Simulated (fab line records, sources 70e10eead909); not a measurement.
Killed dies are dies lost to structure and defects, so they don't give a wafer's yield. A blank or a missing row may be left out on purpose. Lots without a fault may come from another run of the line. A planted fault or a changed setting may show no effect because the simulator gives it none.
A struck lot beside a sound one | flow nand_harc | 15 steps out of a route of 1159
Sound: wafers L741.2, L741.3, L741.6. Struck: wafers L745.1, L745.2, L745.4. The cause comes at the end.
At each step with rows: each side's tool, then ch and its chambers, then its first start. Under that, the readings that differ: sound wafers | struck wafers | difference of the means | sigmas: that difference in standard deviations of wafers without a fault.
alike: readings whose means differ by less than 2 such deviations, and words and numbers that are the same on both sides. not compared: withheld readings, readings that some wafer has no value for, bounds like >300 that may hide the same value, and numbers for which the record gives no deviation and whose values overlap.
The two part at a step that has a row with sigmas, a row that says differs or no value, or rows on one side only. Numbers that don't overlap but have no deviation are shown without sigmas and don't part them. A reading that every wafer of one side lacks parts them only if that side has two wafers or more.

first, 1 step without rows for these wafers: NHARC_A_CHANNEL_HOLE_D1_XSEM_31.
NHARC_A_CHANNEL_HOLE_D1_INSPECT_40:
  sound on defect_inspect-01, day 12 15:14; struck on defect_inspect-02, day 13 00:34
  reading          | sound    | struck   | difference | sigmas
  raw_defect_count | 28 39 33 | 78 94 76 | +49        | +3
then, 2 steps without rows for these wafers: NHARC_A_CHANNEL_FILL_D1_PRECLEAN_00 (cleans in SC1); NHARC_A_CHANNEL_FILL_D1_SRD_01.
NHARC_A_CHANNEL_FILL_D1_ALD_02: deposits SiO2, target thk 6 nm, pulse time 10 s, ald cycles 60.
  sound on ald_hk-02 ch 0,2,3, day 12 15:34; struck on ald_hk-01 ch 0,1,2, day 13 01:01
  alike: heater_power_w, precursor_pulse_height_rel
NHARC_A_CHANNEL_FILL_D1_ALD_03: deposits SiNx, target thk 6 nm, pulse time 60 s, ald cycles 58.
  sound on ald_sin_batch-01 ch 0; struck on ald_sin_batch-02 ch 0
  alike: precursor_pulse_height_rel
then, 1 step without rows for these wafers: NHARC_A_CHANNEL_FILL_D1_ALD_14 (deposits SiO2, target thk 2.5 nm, pulse time 10 s, ald cycles 25).
NHARC_A_CHANNEL_FILL_D1_ALD_15: deposits SiNx, target thk 2 nm, pulse time 60 s, ald cycles 19.
  sound on ald_sin_batch-01 ch 0; struck on ald_sin_batch-03 ch 0
  alike: precursor_pulse_height_rel
then, 3 steps without rows for these wafers: NHARC_A_CHANNEL_FILL_D1_ALD_16 (deposits SiO2, target thk 1.5 nm, pulse time 10 s, ald cycles 15); NHARC_A_CHANNEL_FILL_D1_ANNEAL_17 (time 1800 s); NHARC_A_CHANNEL_FILL_D1_CVD_18 (deposits poly-Si, target thk 3 nm).
NHARC_A_CHANNEL_FILL_D1_ETCHBACK_19: etches the open film in HBr/Cl2, target depth 5 nm, time 1.7 s.
  sound on rie_si-05 ch 1,2, day 13 16:06; struck on rie_si-04 ch 0,2,3, day 14 03:37
  alike: chamber_pressure_mTorr, drypump_motor_current_A, oes_product_au, throttle_valve_pct
  not compared: rf_hours_counter_h
NHARC_A_CHANNEL_FILL_D1_ETCHBACK_20: etches the open film in C4F8/O2/Ar, target depth 27 nm, time 13.5 s.
  sound on rie_diel-13 ch 0,2, day 13 16:13; struck on rie_diel-13 ch 0,2,3, day 14 03:44
  reading               | sound          | struck         | difference | sigmas
  oes_product_au (a.u.) | 1.00 1.00 1.01 | 0.73 0.74 0.73 | -0.27      | -7
  alike: chamber_pressure_mTorr, rf_vpp_V
  not compared: rf_hours_counter_h
NHARC_A_CHANNEL_FILL_D1_STRIP_28: strips in O2, time 20 s.
  sound on rie_diel-13 ch 0,2, day 13 16:20; struck on rie_diel-13 ch 1,2,3, day 14 03:49
  alike: chamber_pressure_mTorr, drypump_motor_current_A, oes_product_au, rf_vpp_V, showerhead_plenum_p_Torr, throttle_valve_pct
  not compared: rf_hours_counter_h
-- the record jumps here: 10 days lie between the struck wafers' starts before and after (it left off in module A_CHANNEL_FILL_D1 and takes up again in module END, whose first step shown is number 1159 of the route) --
NHARC_END_SORT_01:
  the record has rows for the struck wafers here (prober-01 ch 0, day 23 20:26) and none for the sound ones

WHERE THEY PART
First at NHARC_A_CHANNEL_HOLE_D1_INSPECT_40; last, within this record, at NHARC_END_SORT_01.

WHY: what the simulator had put in
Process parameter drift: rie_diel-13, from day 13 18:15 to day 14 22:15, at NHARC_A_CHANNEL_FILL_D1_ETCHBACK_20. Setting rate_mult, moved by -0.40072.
